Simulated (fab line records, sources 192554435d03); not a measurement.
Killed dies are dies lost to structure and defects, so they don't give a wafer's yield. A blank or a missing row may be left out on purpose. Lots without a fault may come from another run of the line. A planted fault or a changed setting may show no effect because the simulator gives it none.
Split-lot experiment | flow n5_finfet | 7 lots, 21 wafers read, on a route of 1938 steps

THE SPLIT
At N5_ZERO_LAYER_EXPOSE_08 (exposes mask ZERO, defocus 0 nm, target cd 2000 nm), the setting dose_mj was moved away from the recipe's 16.2 on 2 of the 21 wafers read, by -7.5% to +4.9%. The other wafers ran this setting at the recipe's value.

FROM THE SPLIT TO THE READING: what the file shows between them, 3 steps
- N5_ZERO_LAYER_PEB_09
- N5_ZERO_LAYER_DEVELOP_10: develop time 60 s
- N5_ZERO_LAYER_HARDBAKE_23: time 120 s

THE READING
cd_nm, in nm, at N5_ZERO_LAYER_CD_MEAS_11 (target cd 2000 nm). Fault-free wafers of this fab line usually give 2000.7 nm, standard deviation 3 nm.

wafer  | tool, chamber at the split | dose_mj as run | against the recipe | cd_nm, nm | against lot-mates on the recipe
L075.1 | krf_scanner-02, 0          | 16.2           | recipe             | 2000.8    | -
L075.4 | krf_scanner-02, 0          | 16.2           | recipe             | 1999.0    | -
L075.6 | krf_scanner-02, 0          | 17             | +4.9%              | 2007.8    | +7.9
L076.1 | krf_scanner-01, 0          | 16.2           | recipe             | 2002.9    | -
L076.2 | krf_scanner-01, 0          | 16.2           | recipe             | 2000.4    | -
L076.5 | krf_scanner-01, 0          | 16.2           | recipe             | 1998.7    | -
L084.1 | krf_scanner-01, 0          | 16.2           | recipe             | 1998.4    | -
L084.5 | krf_scanner-01, 0          | 16.2           | recipe             | 1999.3    | -
L084.6 | krf_scanner-01, 0          | 16.2           | recipe             | 2002.1    | -
L089.3 | krf_scanner-02, 0          | 16.2           | recipe             | 1997.2    | -
L089.5 | krf_scanner-02, 0          | 16.2           | recipe             | 1997.6    | -
L089.6 | krf_scanner-02, 0          | 16.2           | recipe             | 1996.6    | -
L094.1 | krf_scanner-01, 0          | 14.99          | -7.5%              | 1987.9    | -14.5
L094.4 | krf_scanner-01, 0          | 16.2           | recipe             | 2002.4    | -
L094.6 | krf_scanner-01, 0          | 16.2           | recipe             | 2002.4    | -
L095.4 | krf_scanner-01, 0          | 16.2           | recipe             | 1998.2    | -
L095.5 | krf_scanner-01, 0          | 16.2           | recipe             | 1998.3    | -
L095.6 | krf_scanner-01, 0          | 16.2           | recipe             | 2001.6    | -
L097.4 | krf_scanner-01, 0          | 16.2           | recipe             | 1998.1    | -
L097.5 | krf_scanner-01, 0          | 16.2           | recipe             | 2001.4    | -
L097.6 | krf_scanner-01, 0          | 16.2           | recipe             | 2000.9    | -

THE FIT
A straight line over all 21 wafers: cd_nm changes by +1.6 nm for each +1% of dose_mj; r = +0.86; the points scatter about the line by 1.9 nm.
The same after taking each lot's own level away (the mean of its wafers on the recipe; 21 wafers): +1.83 nm for each +1%; r = +0.94; scatter 1.3 nm.
On that fit, the largest move of dose_mj shifts the reading by 14 nm.
The lots' own levels span 1997.13 to 2002.40 nm, that is 1.8 times the standard deviation above.
So the lot-to-lot level changes the slope: the two fits differ.
Check: with one of the wafers moved furthest among these (-7.5%) left out of the fit, the line predicts -11.9 nm for it against its lot-mates. It came out at -14.5 nm against them.

THE FILE'S OWN FIT
cd_nm changes by +1.84 nm for each +1% of dose_mj, r = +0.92.
